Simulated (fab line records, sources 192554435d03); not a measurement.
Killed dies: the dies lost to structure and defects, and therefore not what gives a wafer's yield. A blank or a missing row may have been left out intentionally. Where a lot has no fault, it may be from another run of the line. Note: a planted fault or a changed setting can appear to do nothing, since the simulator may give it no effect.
Lot-split experiment	flow n5-finfet	21 wafers read across 7 lots, on a route 1938 steps long

## THE SPLIT ITSELF
At N5_HKMG_FIN_EXPOSE_09 (exposes mask NWFM, target cd 98 nm), the setting dose-mj was moved away from the recipe's 39.25 on 4 of the 21 wafers read, by -6.8% to +6.7%. The other wafers ran this setting at the recipe's value.

## FROM THE SPLIT TO THE READING: what the file shows between them, 2 steps
- N5_HKMG_FIN_PEB_10: peb time 60 s
- N5_HKMG_FIN_DEVELOP_11: develop time 30 s

## THE READING
Shown in nm: cd-nm at N5_HKMG_FIN_CD_MEAS_12, with target cd 92.8 nm. A value of 93.5 nm with a standard deviation of 0.65 nm is what fault-free wafers of this fab line usually give.

wafer	tool, chamber at the split	dose-mj as run	against the recipe	cd-nm, nm	against lot-mates on the recipe
L079.3	arfi-scanner-03, 0	39.25	recipe	93.9	-
L079.5	arfi-scanner-03, 0	39.25	recipe	93.3	-
L079.6	arfi-scanner-03, 0	39.25	recipe	94.6	-
L084.1	arfi-scanner-03, 0	36.58	-6.8%	89.1	-4.3
L084.2	arfi-scanner-03, 0	39.25	recipe	93.4	-
L084.6	arfi-scanner-03, 0	36.58	-6.8%	89.4	-4.0
L085.2	arfi-scanner-02, 0	39.25	recipe	92.8	-
L085.5	arfi-scanner-02, 0	39.25	recipe	93.9	-
L085.6	arfi-scanner-02, 0	39.25	recipe	93.3	-
L091.1	arfi-scanner-03, 0	41.46	+5.6%	96.8	+2.1
L091.4	arfi-scanner-03, 0	39.25	recipe	94.6	-
L091.5	arfi-scanner-03, 0	39.25	recipe	94.7	-
L092.3	arfi-scanner-01, 0	39.25	recipe	93.4	-
L092.4	arfi-scanner-01, 0	39.25	recipe	92.9	-
L092.5	arfi-scanner-01, 0	39.25	recipe	94.2	-
L096.2	arfi-scanner-01, 0	41.87	+6.7%	96.9	+3.9
L096.3	arfi-scanner-01, 0	39.25	recipe	93.2	-
L096.4	arfi-scanner-01, 0	39.25	recipe	92.8	-
L097.1	arfi-scanner-03, 0	39.25	recipe	93.0	-
L097.2	arfi-scanner-03, 0	39.25	recipe	93.5	-
L097.4	arfi-scanner-03, 0	39.25	recipe	93.5	-

FIT RESULTS
A straight line over all 21 wafers: cd-nm changes by +0.587 nm for each +1% of dose-mj; r = +0.95; the points scatter about the line by 0.6 nm.
The same after taking each lot's own level away (the mean of its wafers on the recipe; 21 wafers): +0.56 nm for each +1%; r = +0.97; scatter 0.45 nm.
That fit puts the effect of the largest move of dose-mj on the reading at 3.8 nm.
From 93.00 to 94.65 nm: that is the span of the lots' own levels, equal to 2.5 times the standard deviation above.
So the lot-to-lot level changes the slope little: the two slopes agree.
Check: -3.69 nm against its lot-mates is what the line predicts for one of the wafers moved furthest among these (-6.8%) when that wafer is left out of the fit. Against them it came out at -4.3 nm.

## OTHER SPLITS APPLIED TO THESE WAFERS
Other splits were also applied to these wafers ahead of the reading. Each is held against what the fit with the lots' levels taken away leaves over:
other split on the same wafers	wafers away from the commonest value	r with cd-nm (lot level and that fit taken away)
N5_SD_EPI_P_EPI_21 time-s	4	-0.31
N5_HKMG_FIN_COAT_42 spin-rpm	7	+0.16
N5_HKMG_FIN_EXPOSE_46 dose-mj	7	-0.26
N5_HKMG_FIN_COAT_06 spin-rpm	6	+0.04

## THE WHOLE CHAIN: every reading that the file lists as answering this split, in the file's order
step	what it does	reading	change (the file's fit)	r (the file's)
N5_HKMG_FIN_CD_MEAS_12	target cd 92.8 nm	cd-nm	+0.546 nm for each +1% of the setting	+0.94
N5_HKMG_FIN_DESCUM_17	chemistry O2, time 7.9 s	HKMG_FIN.cd-nm (the simulator's own value, which no gauge read)	+0.596 nm for each +1% of the setting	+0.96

## FILE'S OWN FIT
cd-nm changes by +0.546 nm for each +1% of dose-mj, r = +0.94.
